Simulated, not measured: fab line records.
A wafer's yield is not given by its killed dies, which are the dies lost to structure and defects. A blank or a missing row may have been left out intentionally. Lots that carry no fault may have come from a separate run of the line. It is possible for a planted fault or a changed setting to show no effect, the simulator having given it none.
Chamber matching ; flow n5-finfet ; N5_SD_EPI_N_ETCH_34 on rie-diel-02 has 4 sister chambers
The step etches SiARC in CF4, target depth 45.5 nm, time 75.8 s. 14 wafers are shown with their chamber, then 7 later ones without.

## WAFERS PAIRED WITH THEIR CHAMBERS
wafer;chamber;showerhead-plenum-p-Torr (Torr);throttle-valve-pct (%);oes-product-au (a.u.)
L074.2;0;2.18;15.21;0.82
L074.3;1;2.24;15.98;0.65
L074.5;3;2.20;15.55;0.61
L077.1;3;2.20;15.56;0.60
L077.2;1;2.23;15.98;0.64
L077.3;0;2.18;15.24;0.79
L082.3;2;2.17;15.07;0.80
L082.4;1;2.23;16.02;0.64
L082.6;2;2.17;15.08;0.80
L084.2;0;2.17;15.27;0.75
L084.3;1;2.23;16.03;0.62
L084.6;0;2.17;15.28;0.76
L091.1;3;2.19;15.12;0.78
L091.4;2;2.16;15.11;0.76

SIGNATURES (averages over the wafers above)
reading;chamber 0;chamber 1;chamber 2;chamber 3;scatter within a chamber
showerhead-plenum-p-Torr;2.1750;2.2325;2.1667;2.1967;0.00555
throttle-valve-pct;15.2500;16.0025;15.0867;15.4100;0.115
oes-product-au;0.7800;0.6375;0.7867;0.6633;0.05
Rule: distance of a wafer from a chamber = root of the sum over the readings of ((wafer's reading minus chamber's mean) / reading's scatter) squared. The wafer belongs to the nearest chamber; if the next one is less than 2 further off, it can't be placed. The scatter: take each reading less its chamber's mean, square it, sum over the shown wafers, divide by the number of wafers less the number of chambers, and take the root.

## WAFERS WHOSE CHAMBER IS MISSING
wafer;showerhead-plenum-p-Torr (Torr);throttle-valve-pct (%);oes-product-au (a.u.)
L091.5;2.16;15.11;0.77
L092.2;2.19;15.12;0.78
L092.3;2.22;16.06;0.62
L092.6;2.22;16.07;0.62
L093.2;2.22;16.06;0.61
L093.5;2.16;15.32;0.73
L093.6;2.22;16.07;0.62

## WHICH CHAMBER EACH ONE RAN IN
wafer;from the rows above;in truth
L091.5;can't be placed: 2 or 0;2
L092.2;can't be placed: 0 or 3 or 2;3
L092.3;1;1
L092.6;1;1
L093.2;1;1
L093.5;can't be placed: 2 or 0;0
L093.6;1;1
Placed correctly: 4 of 7. Can't be placed from these rows: 3 (the true chamber is among the candidates in 3). Number placed wrongly: 0.
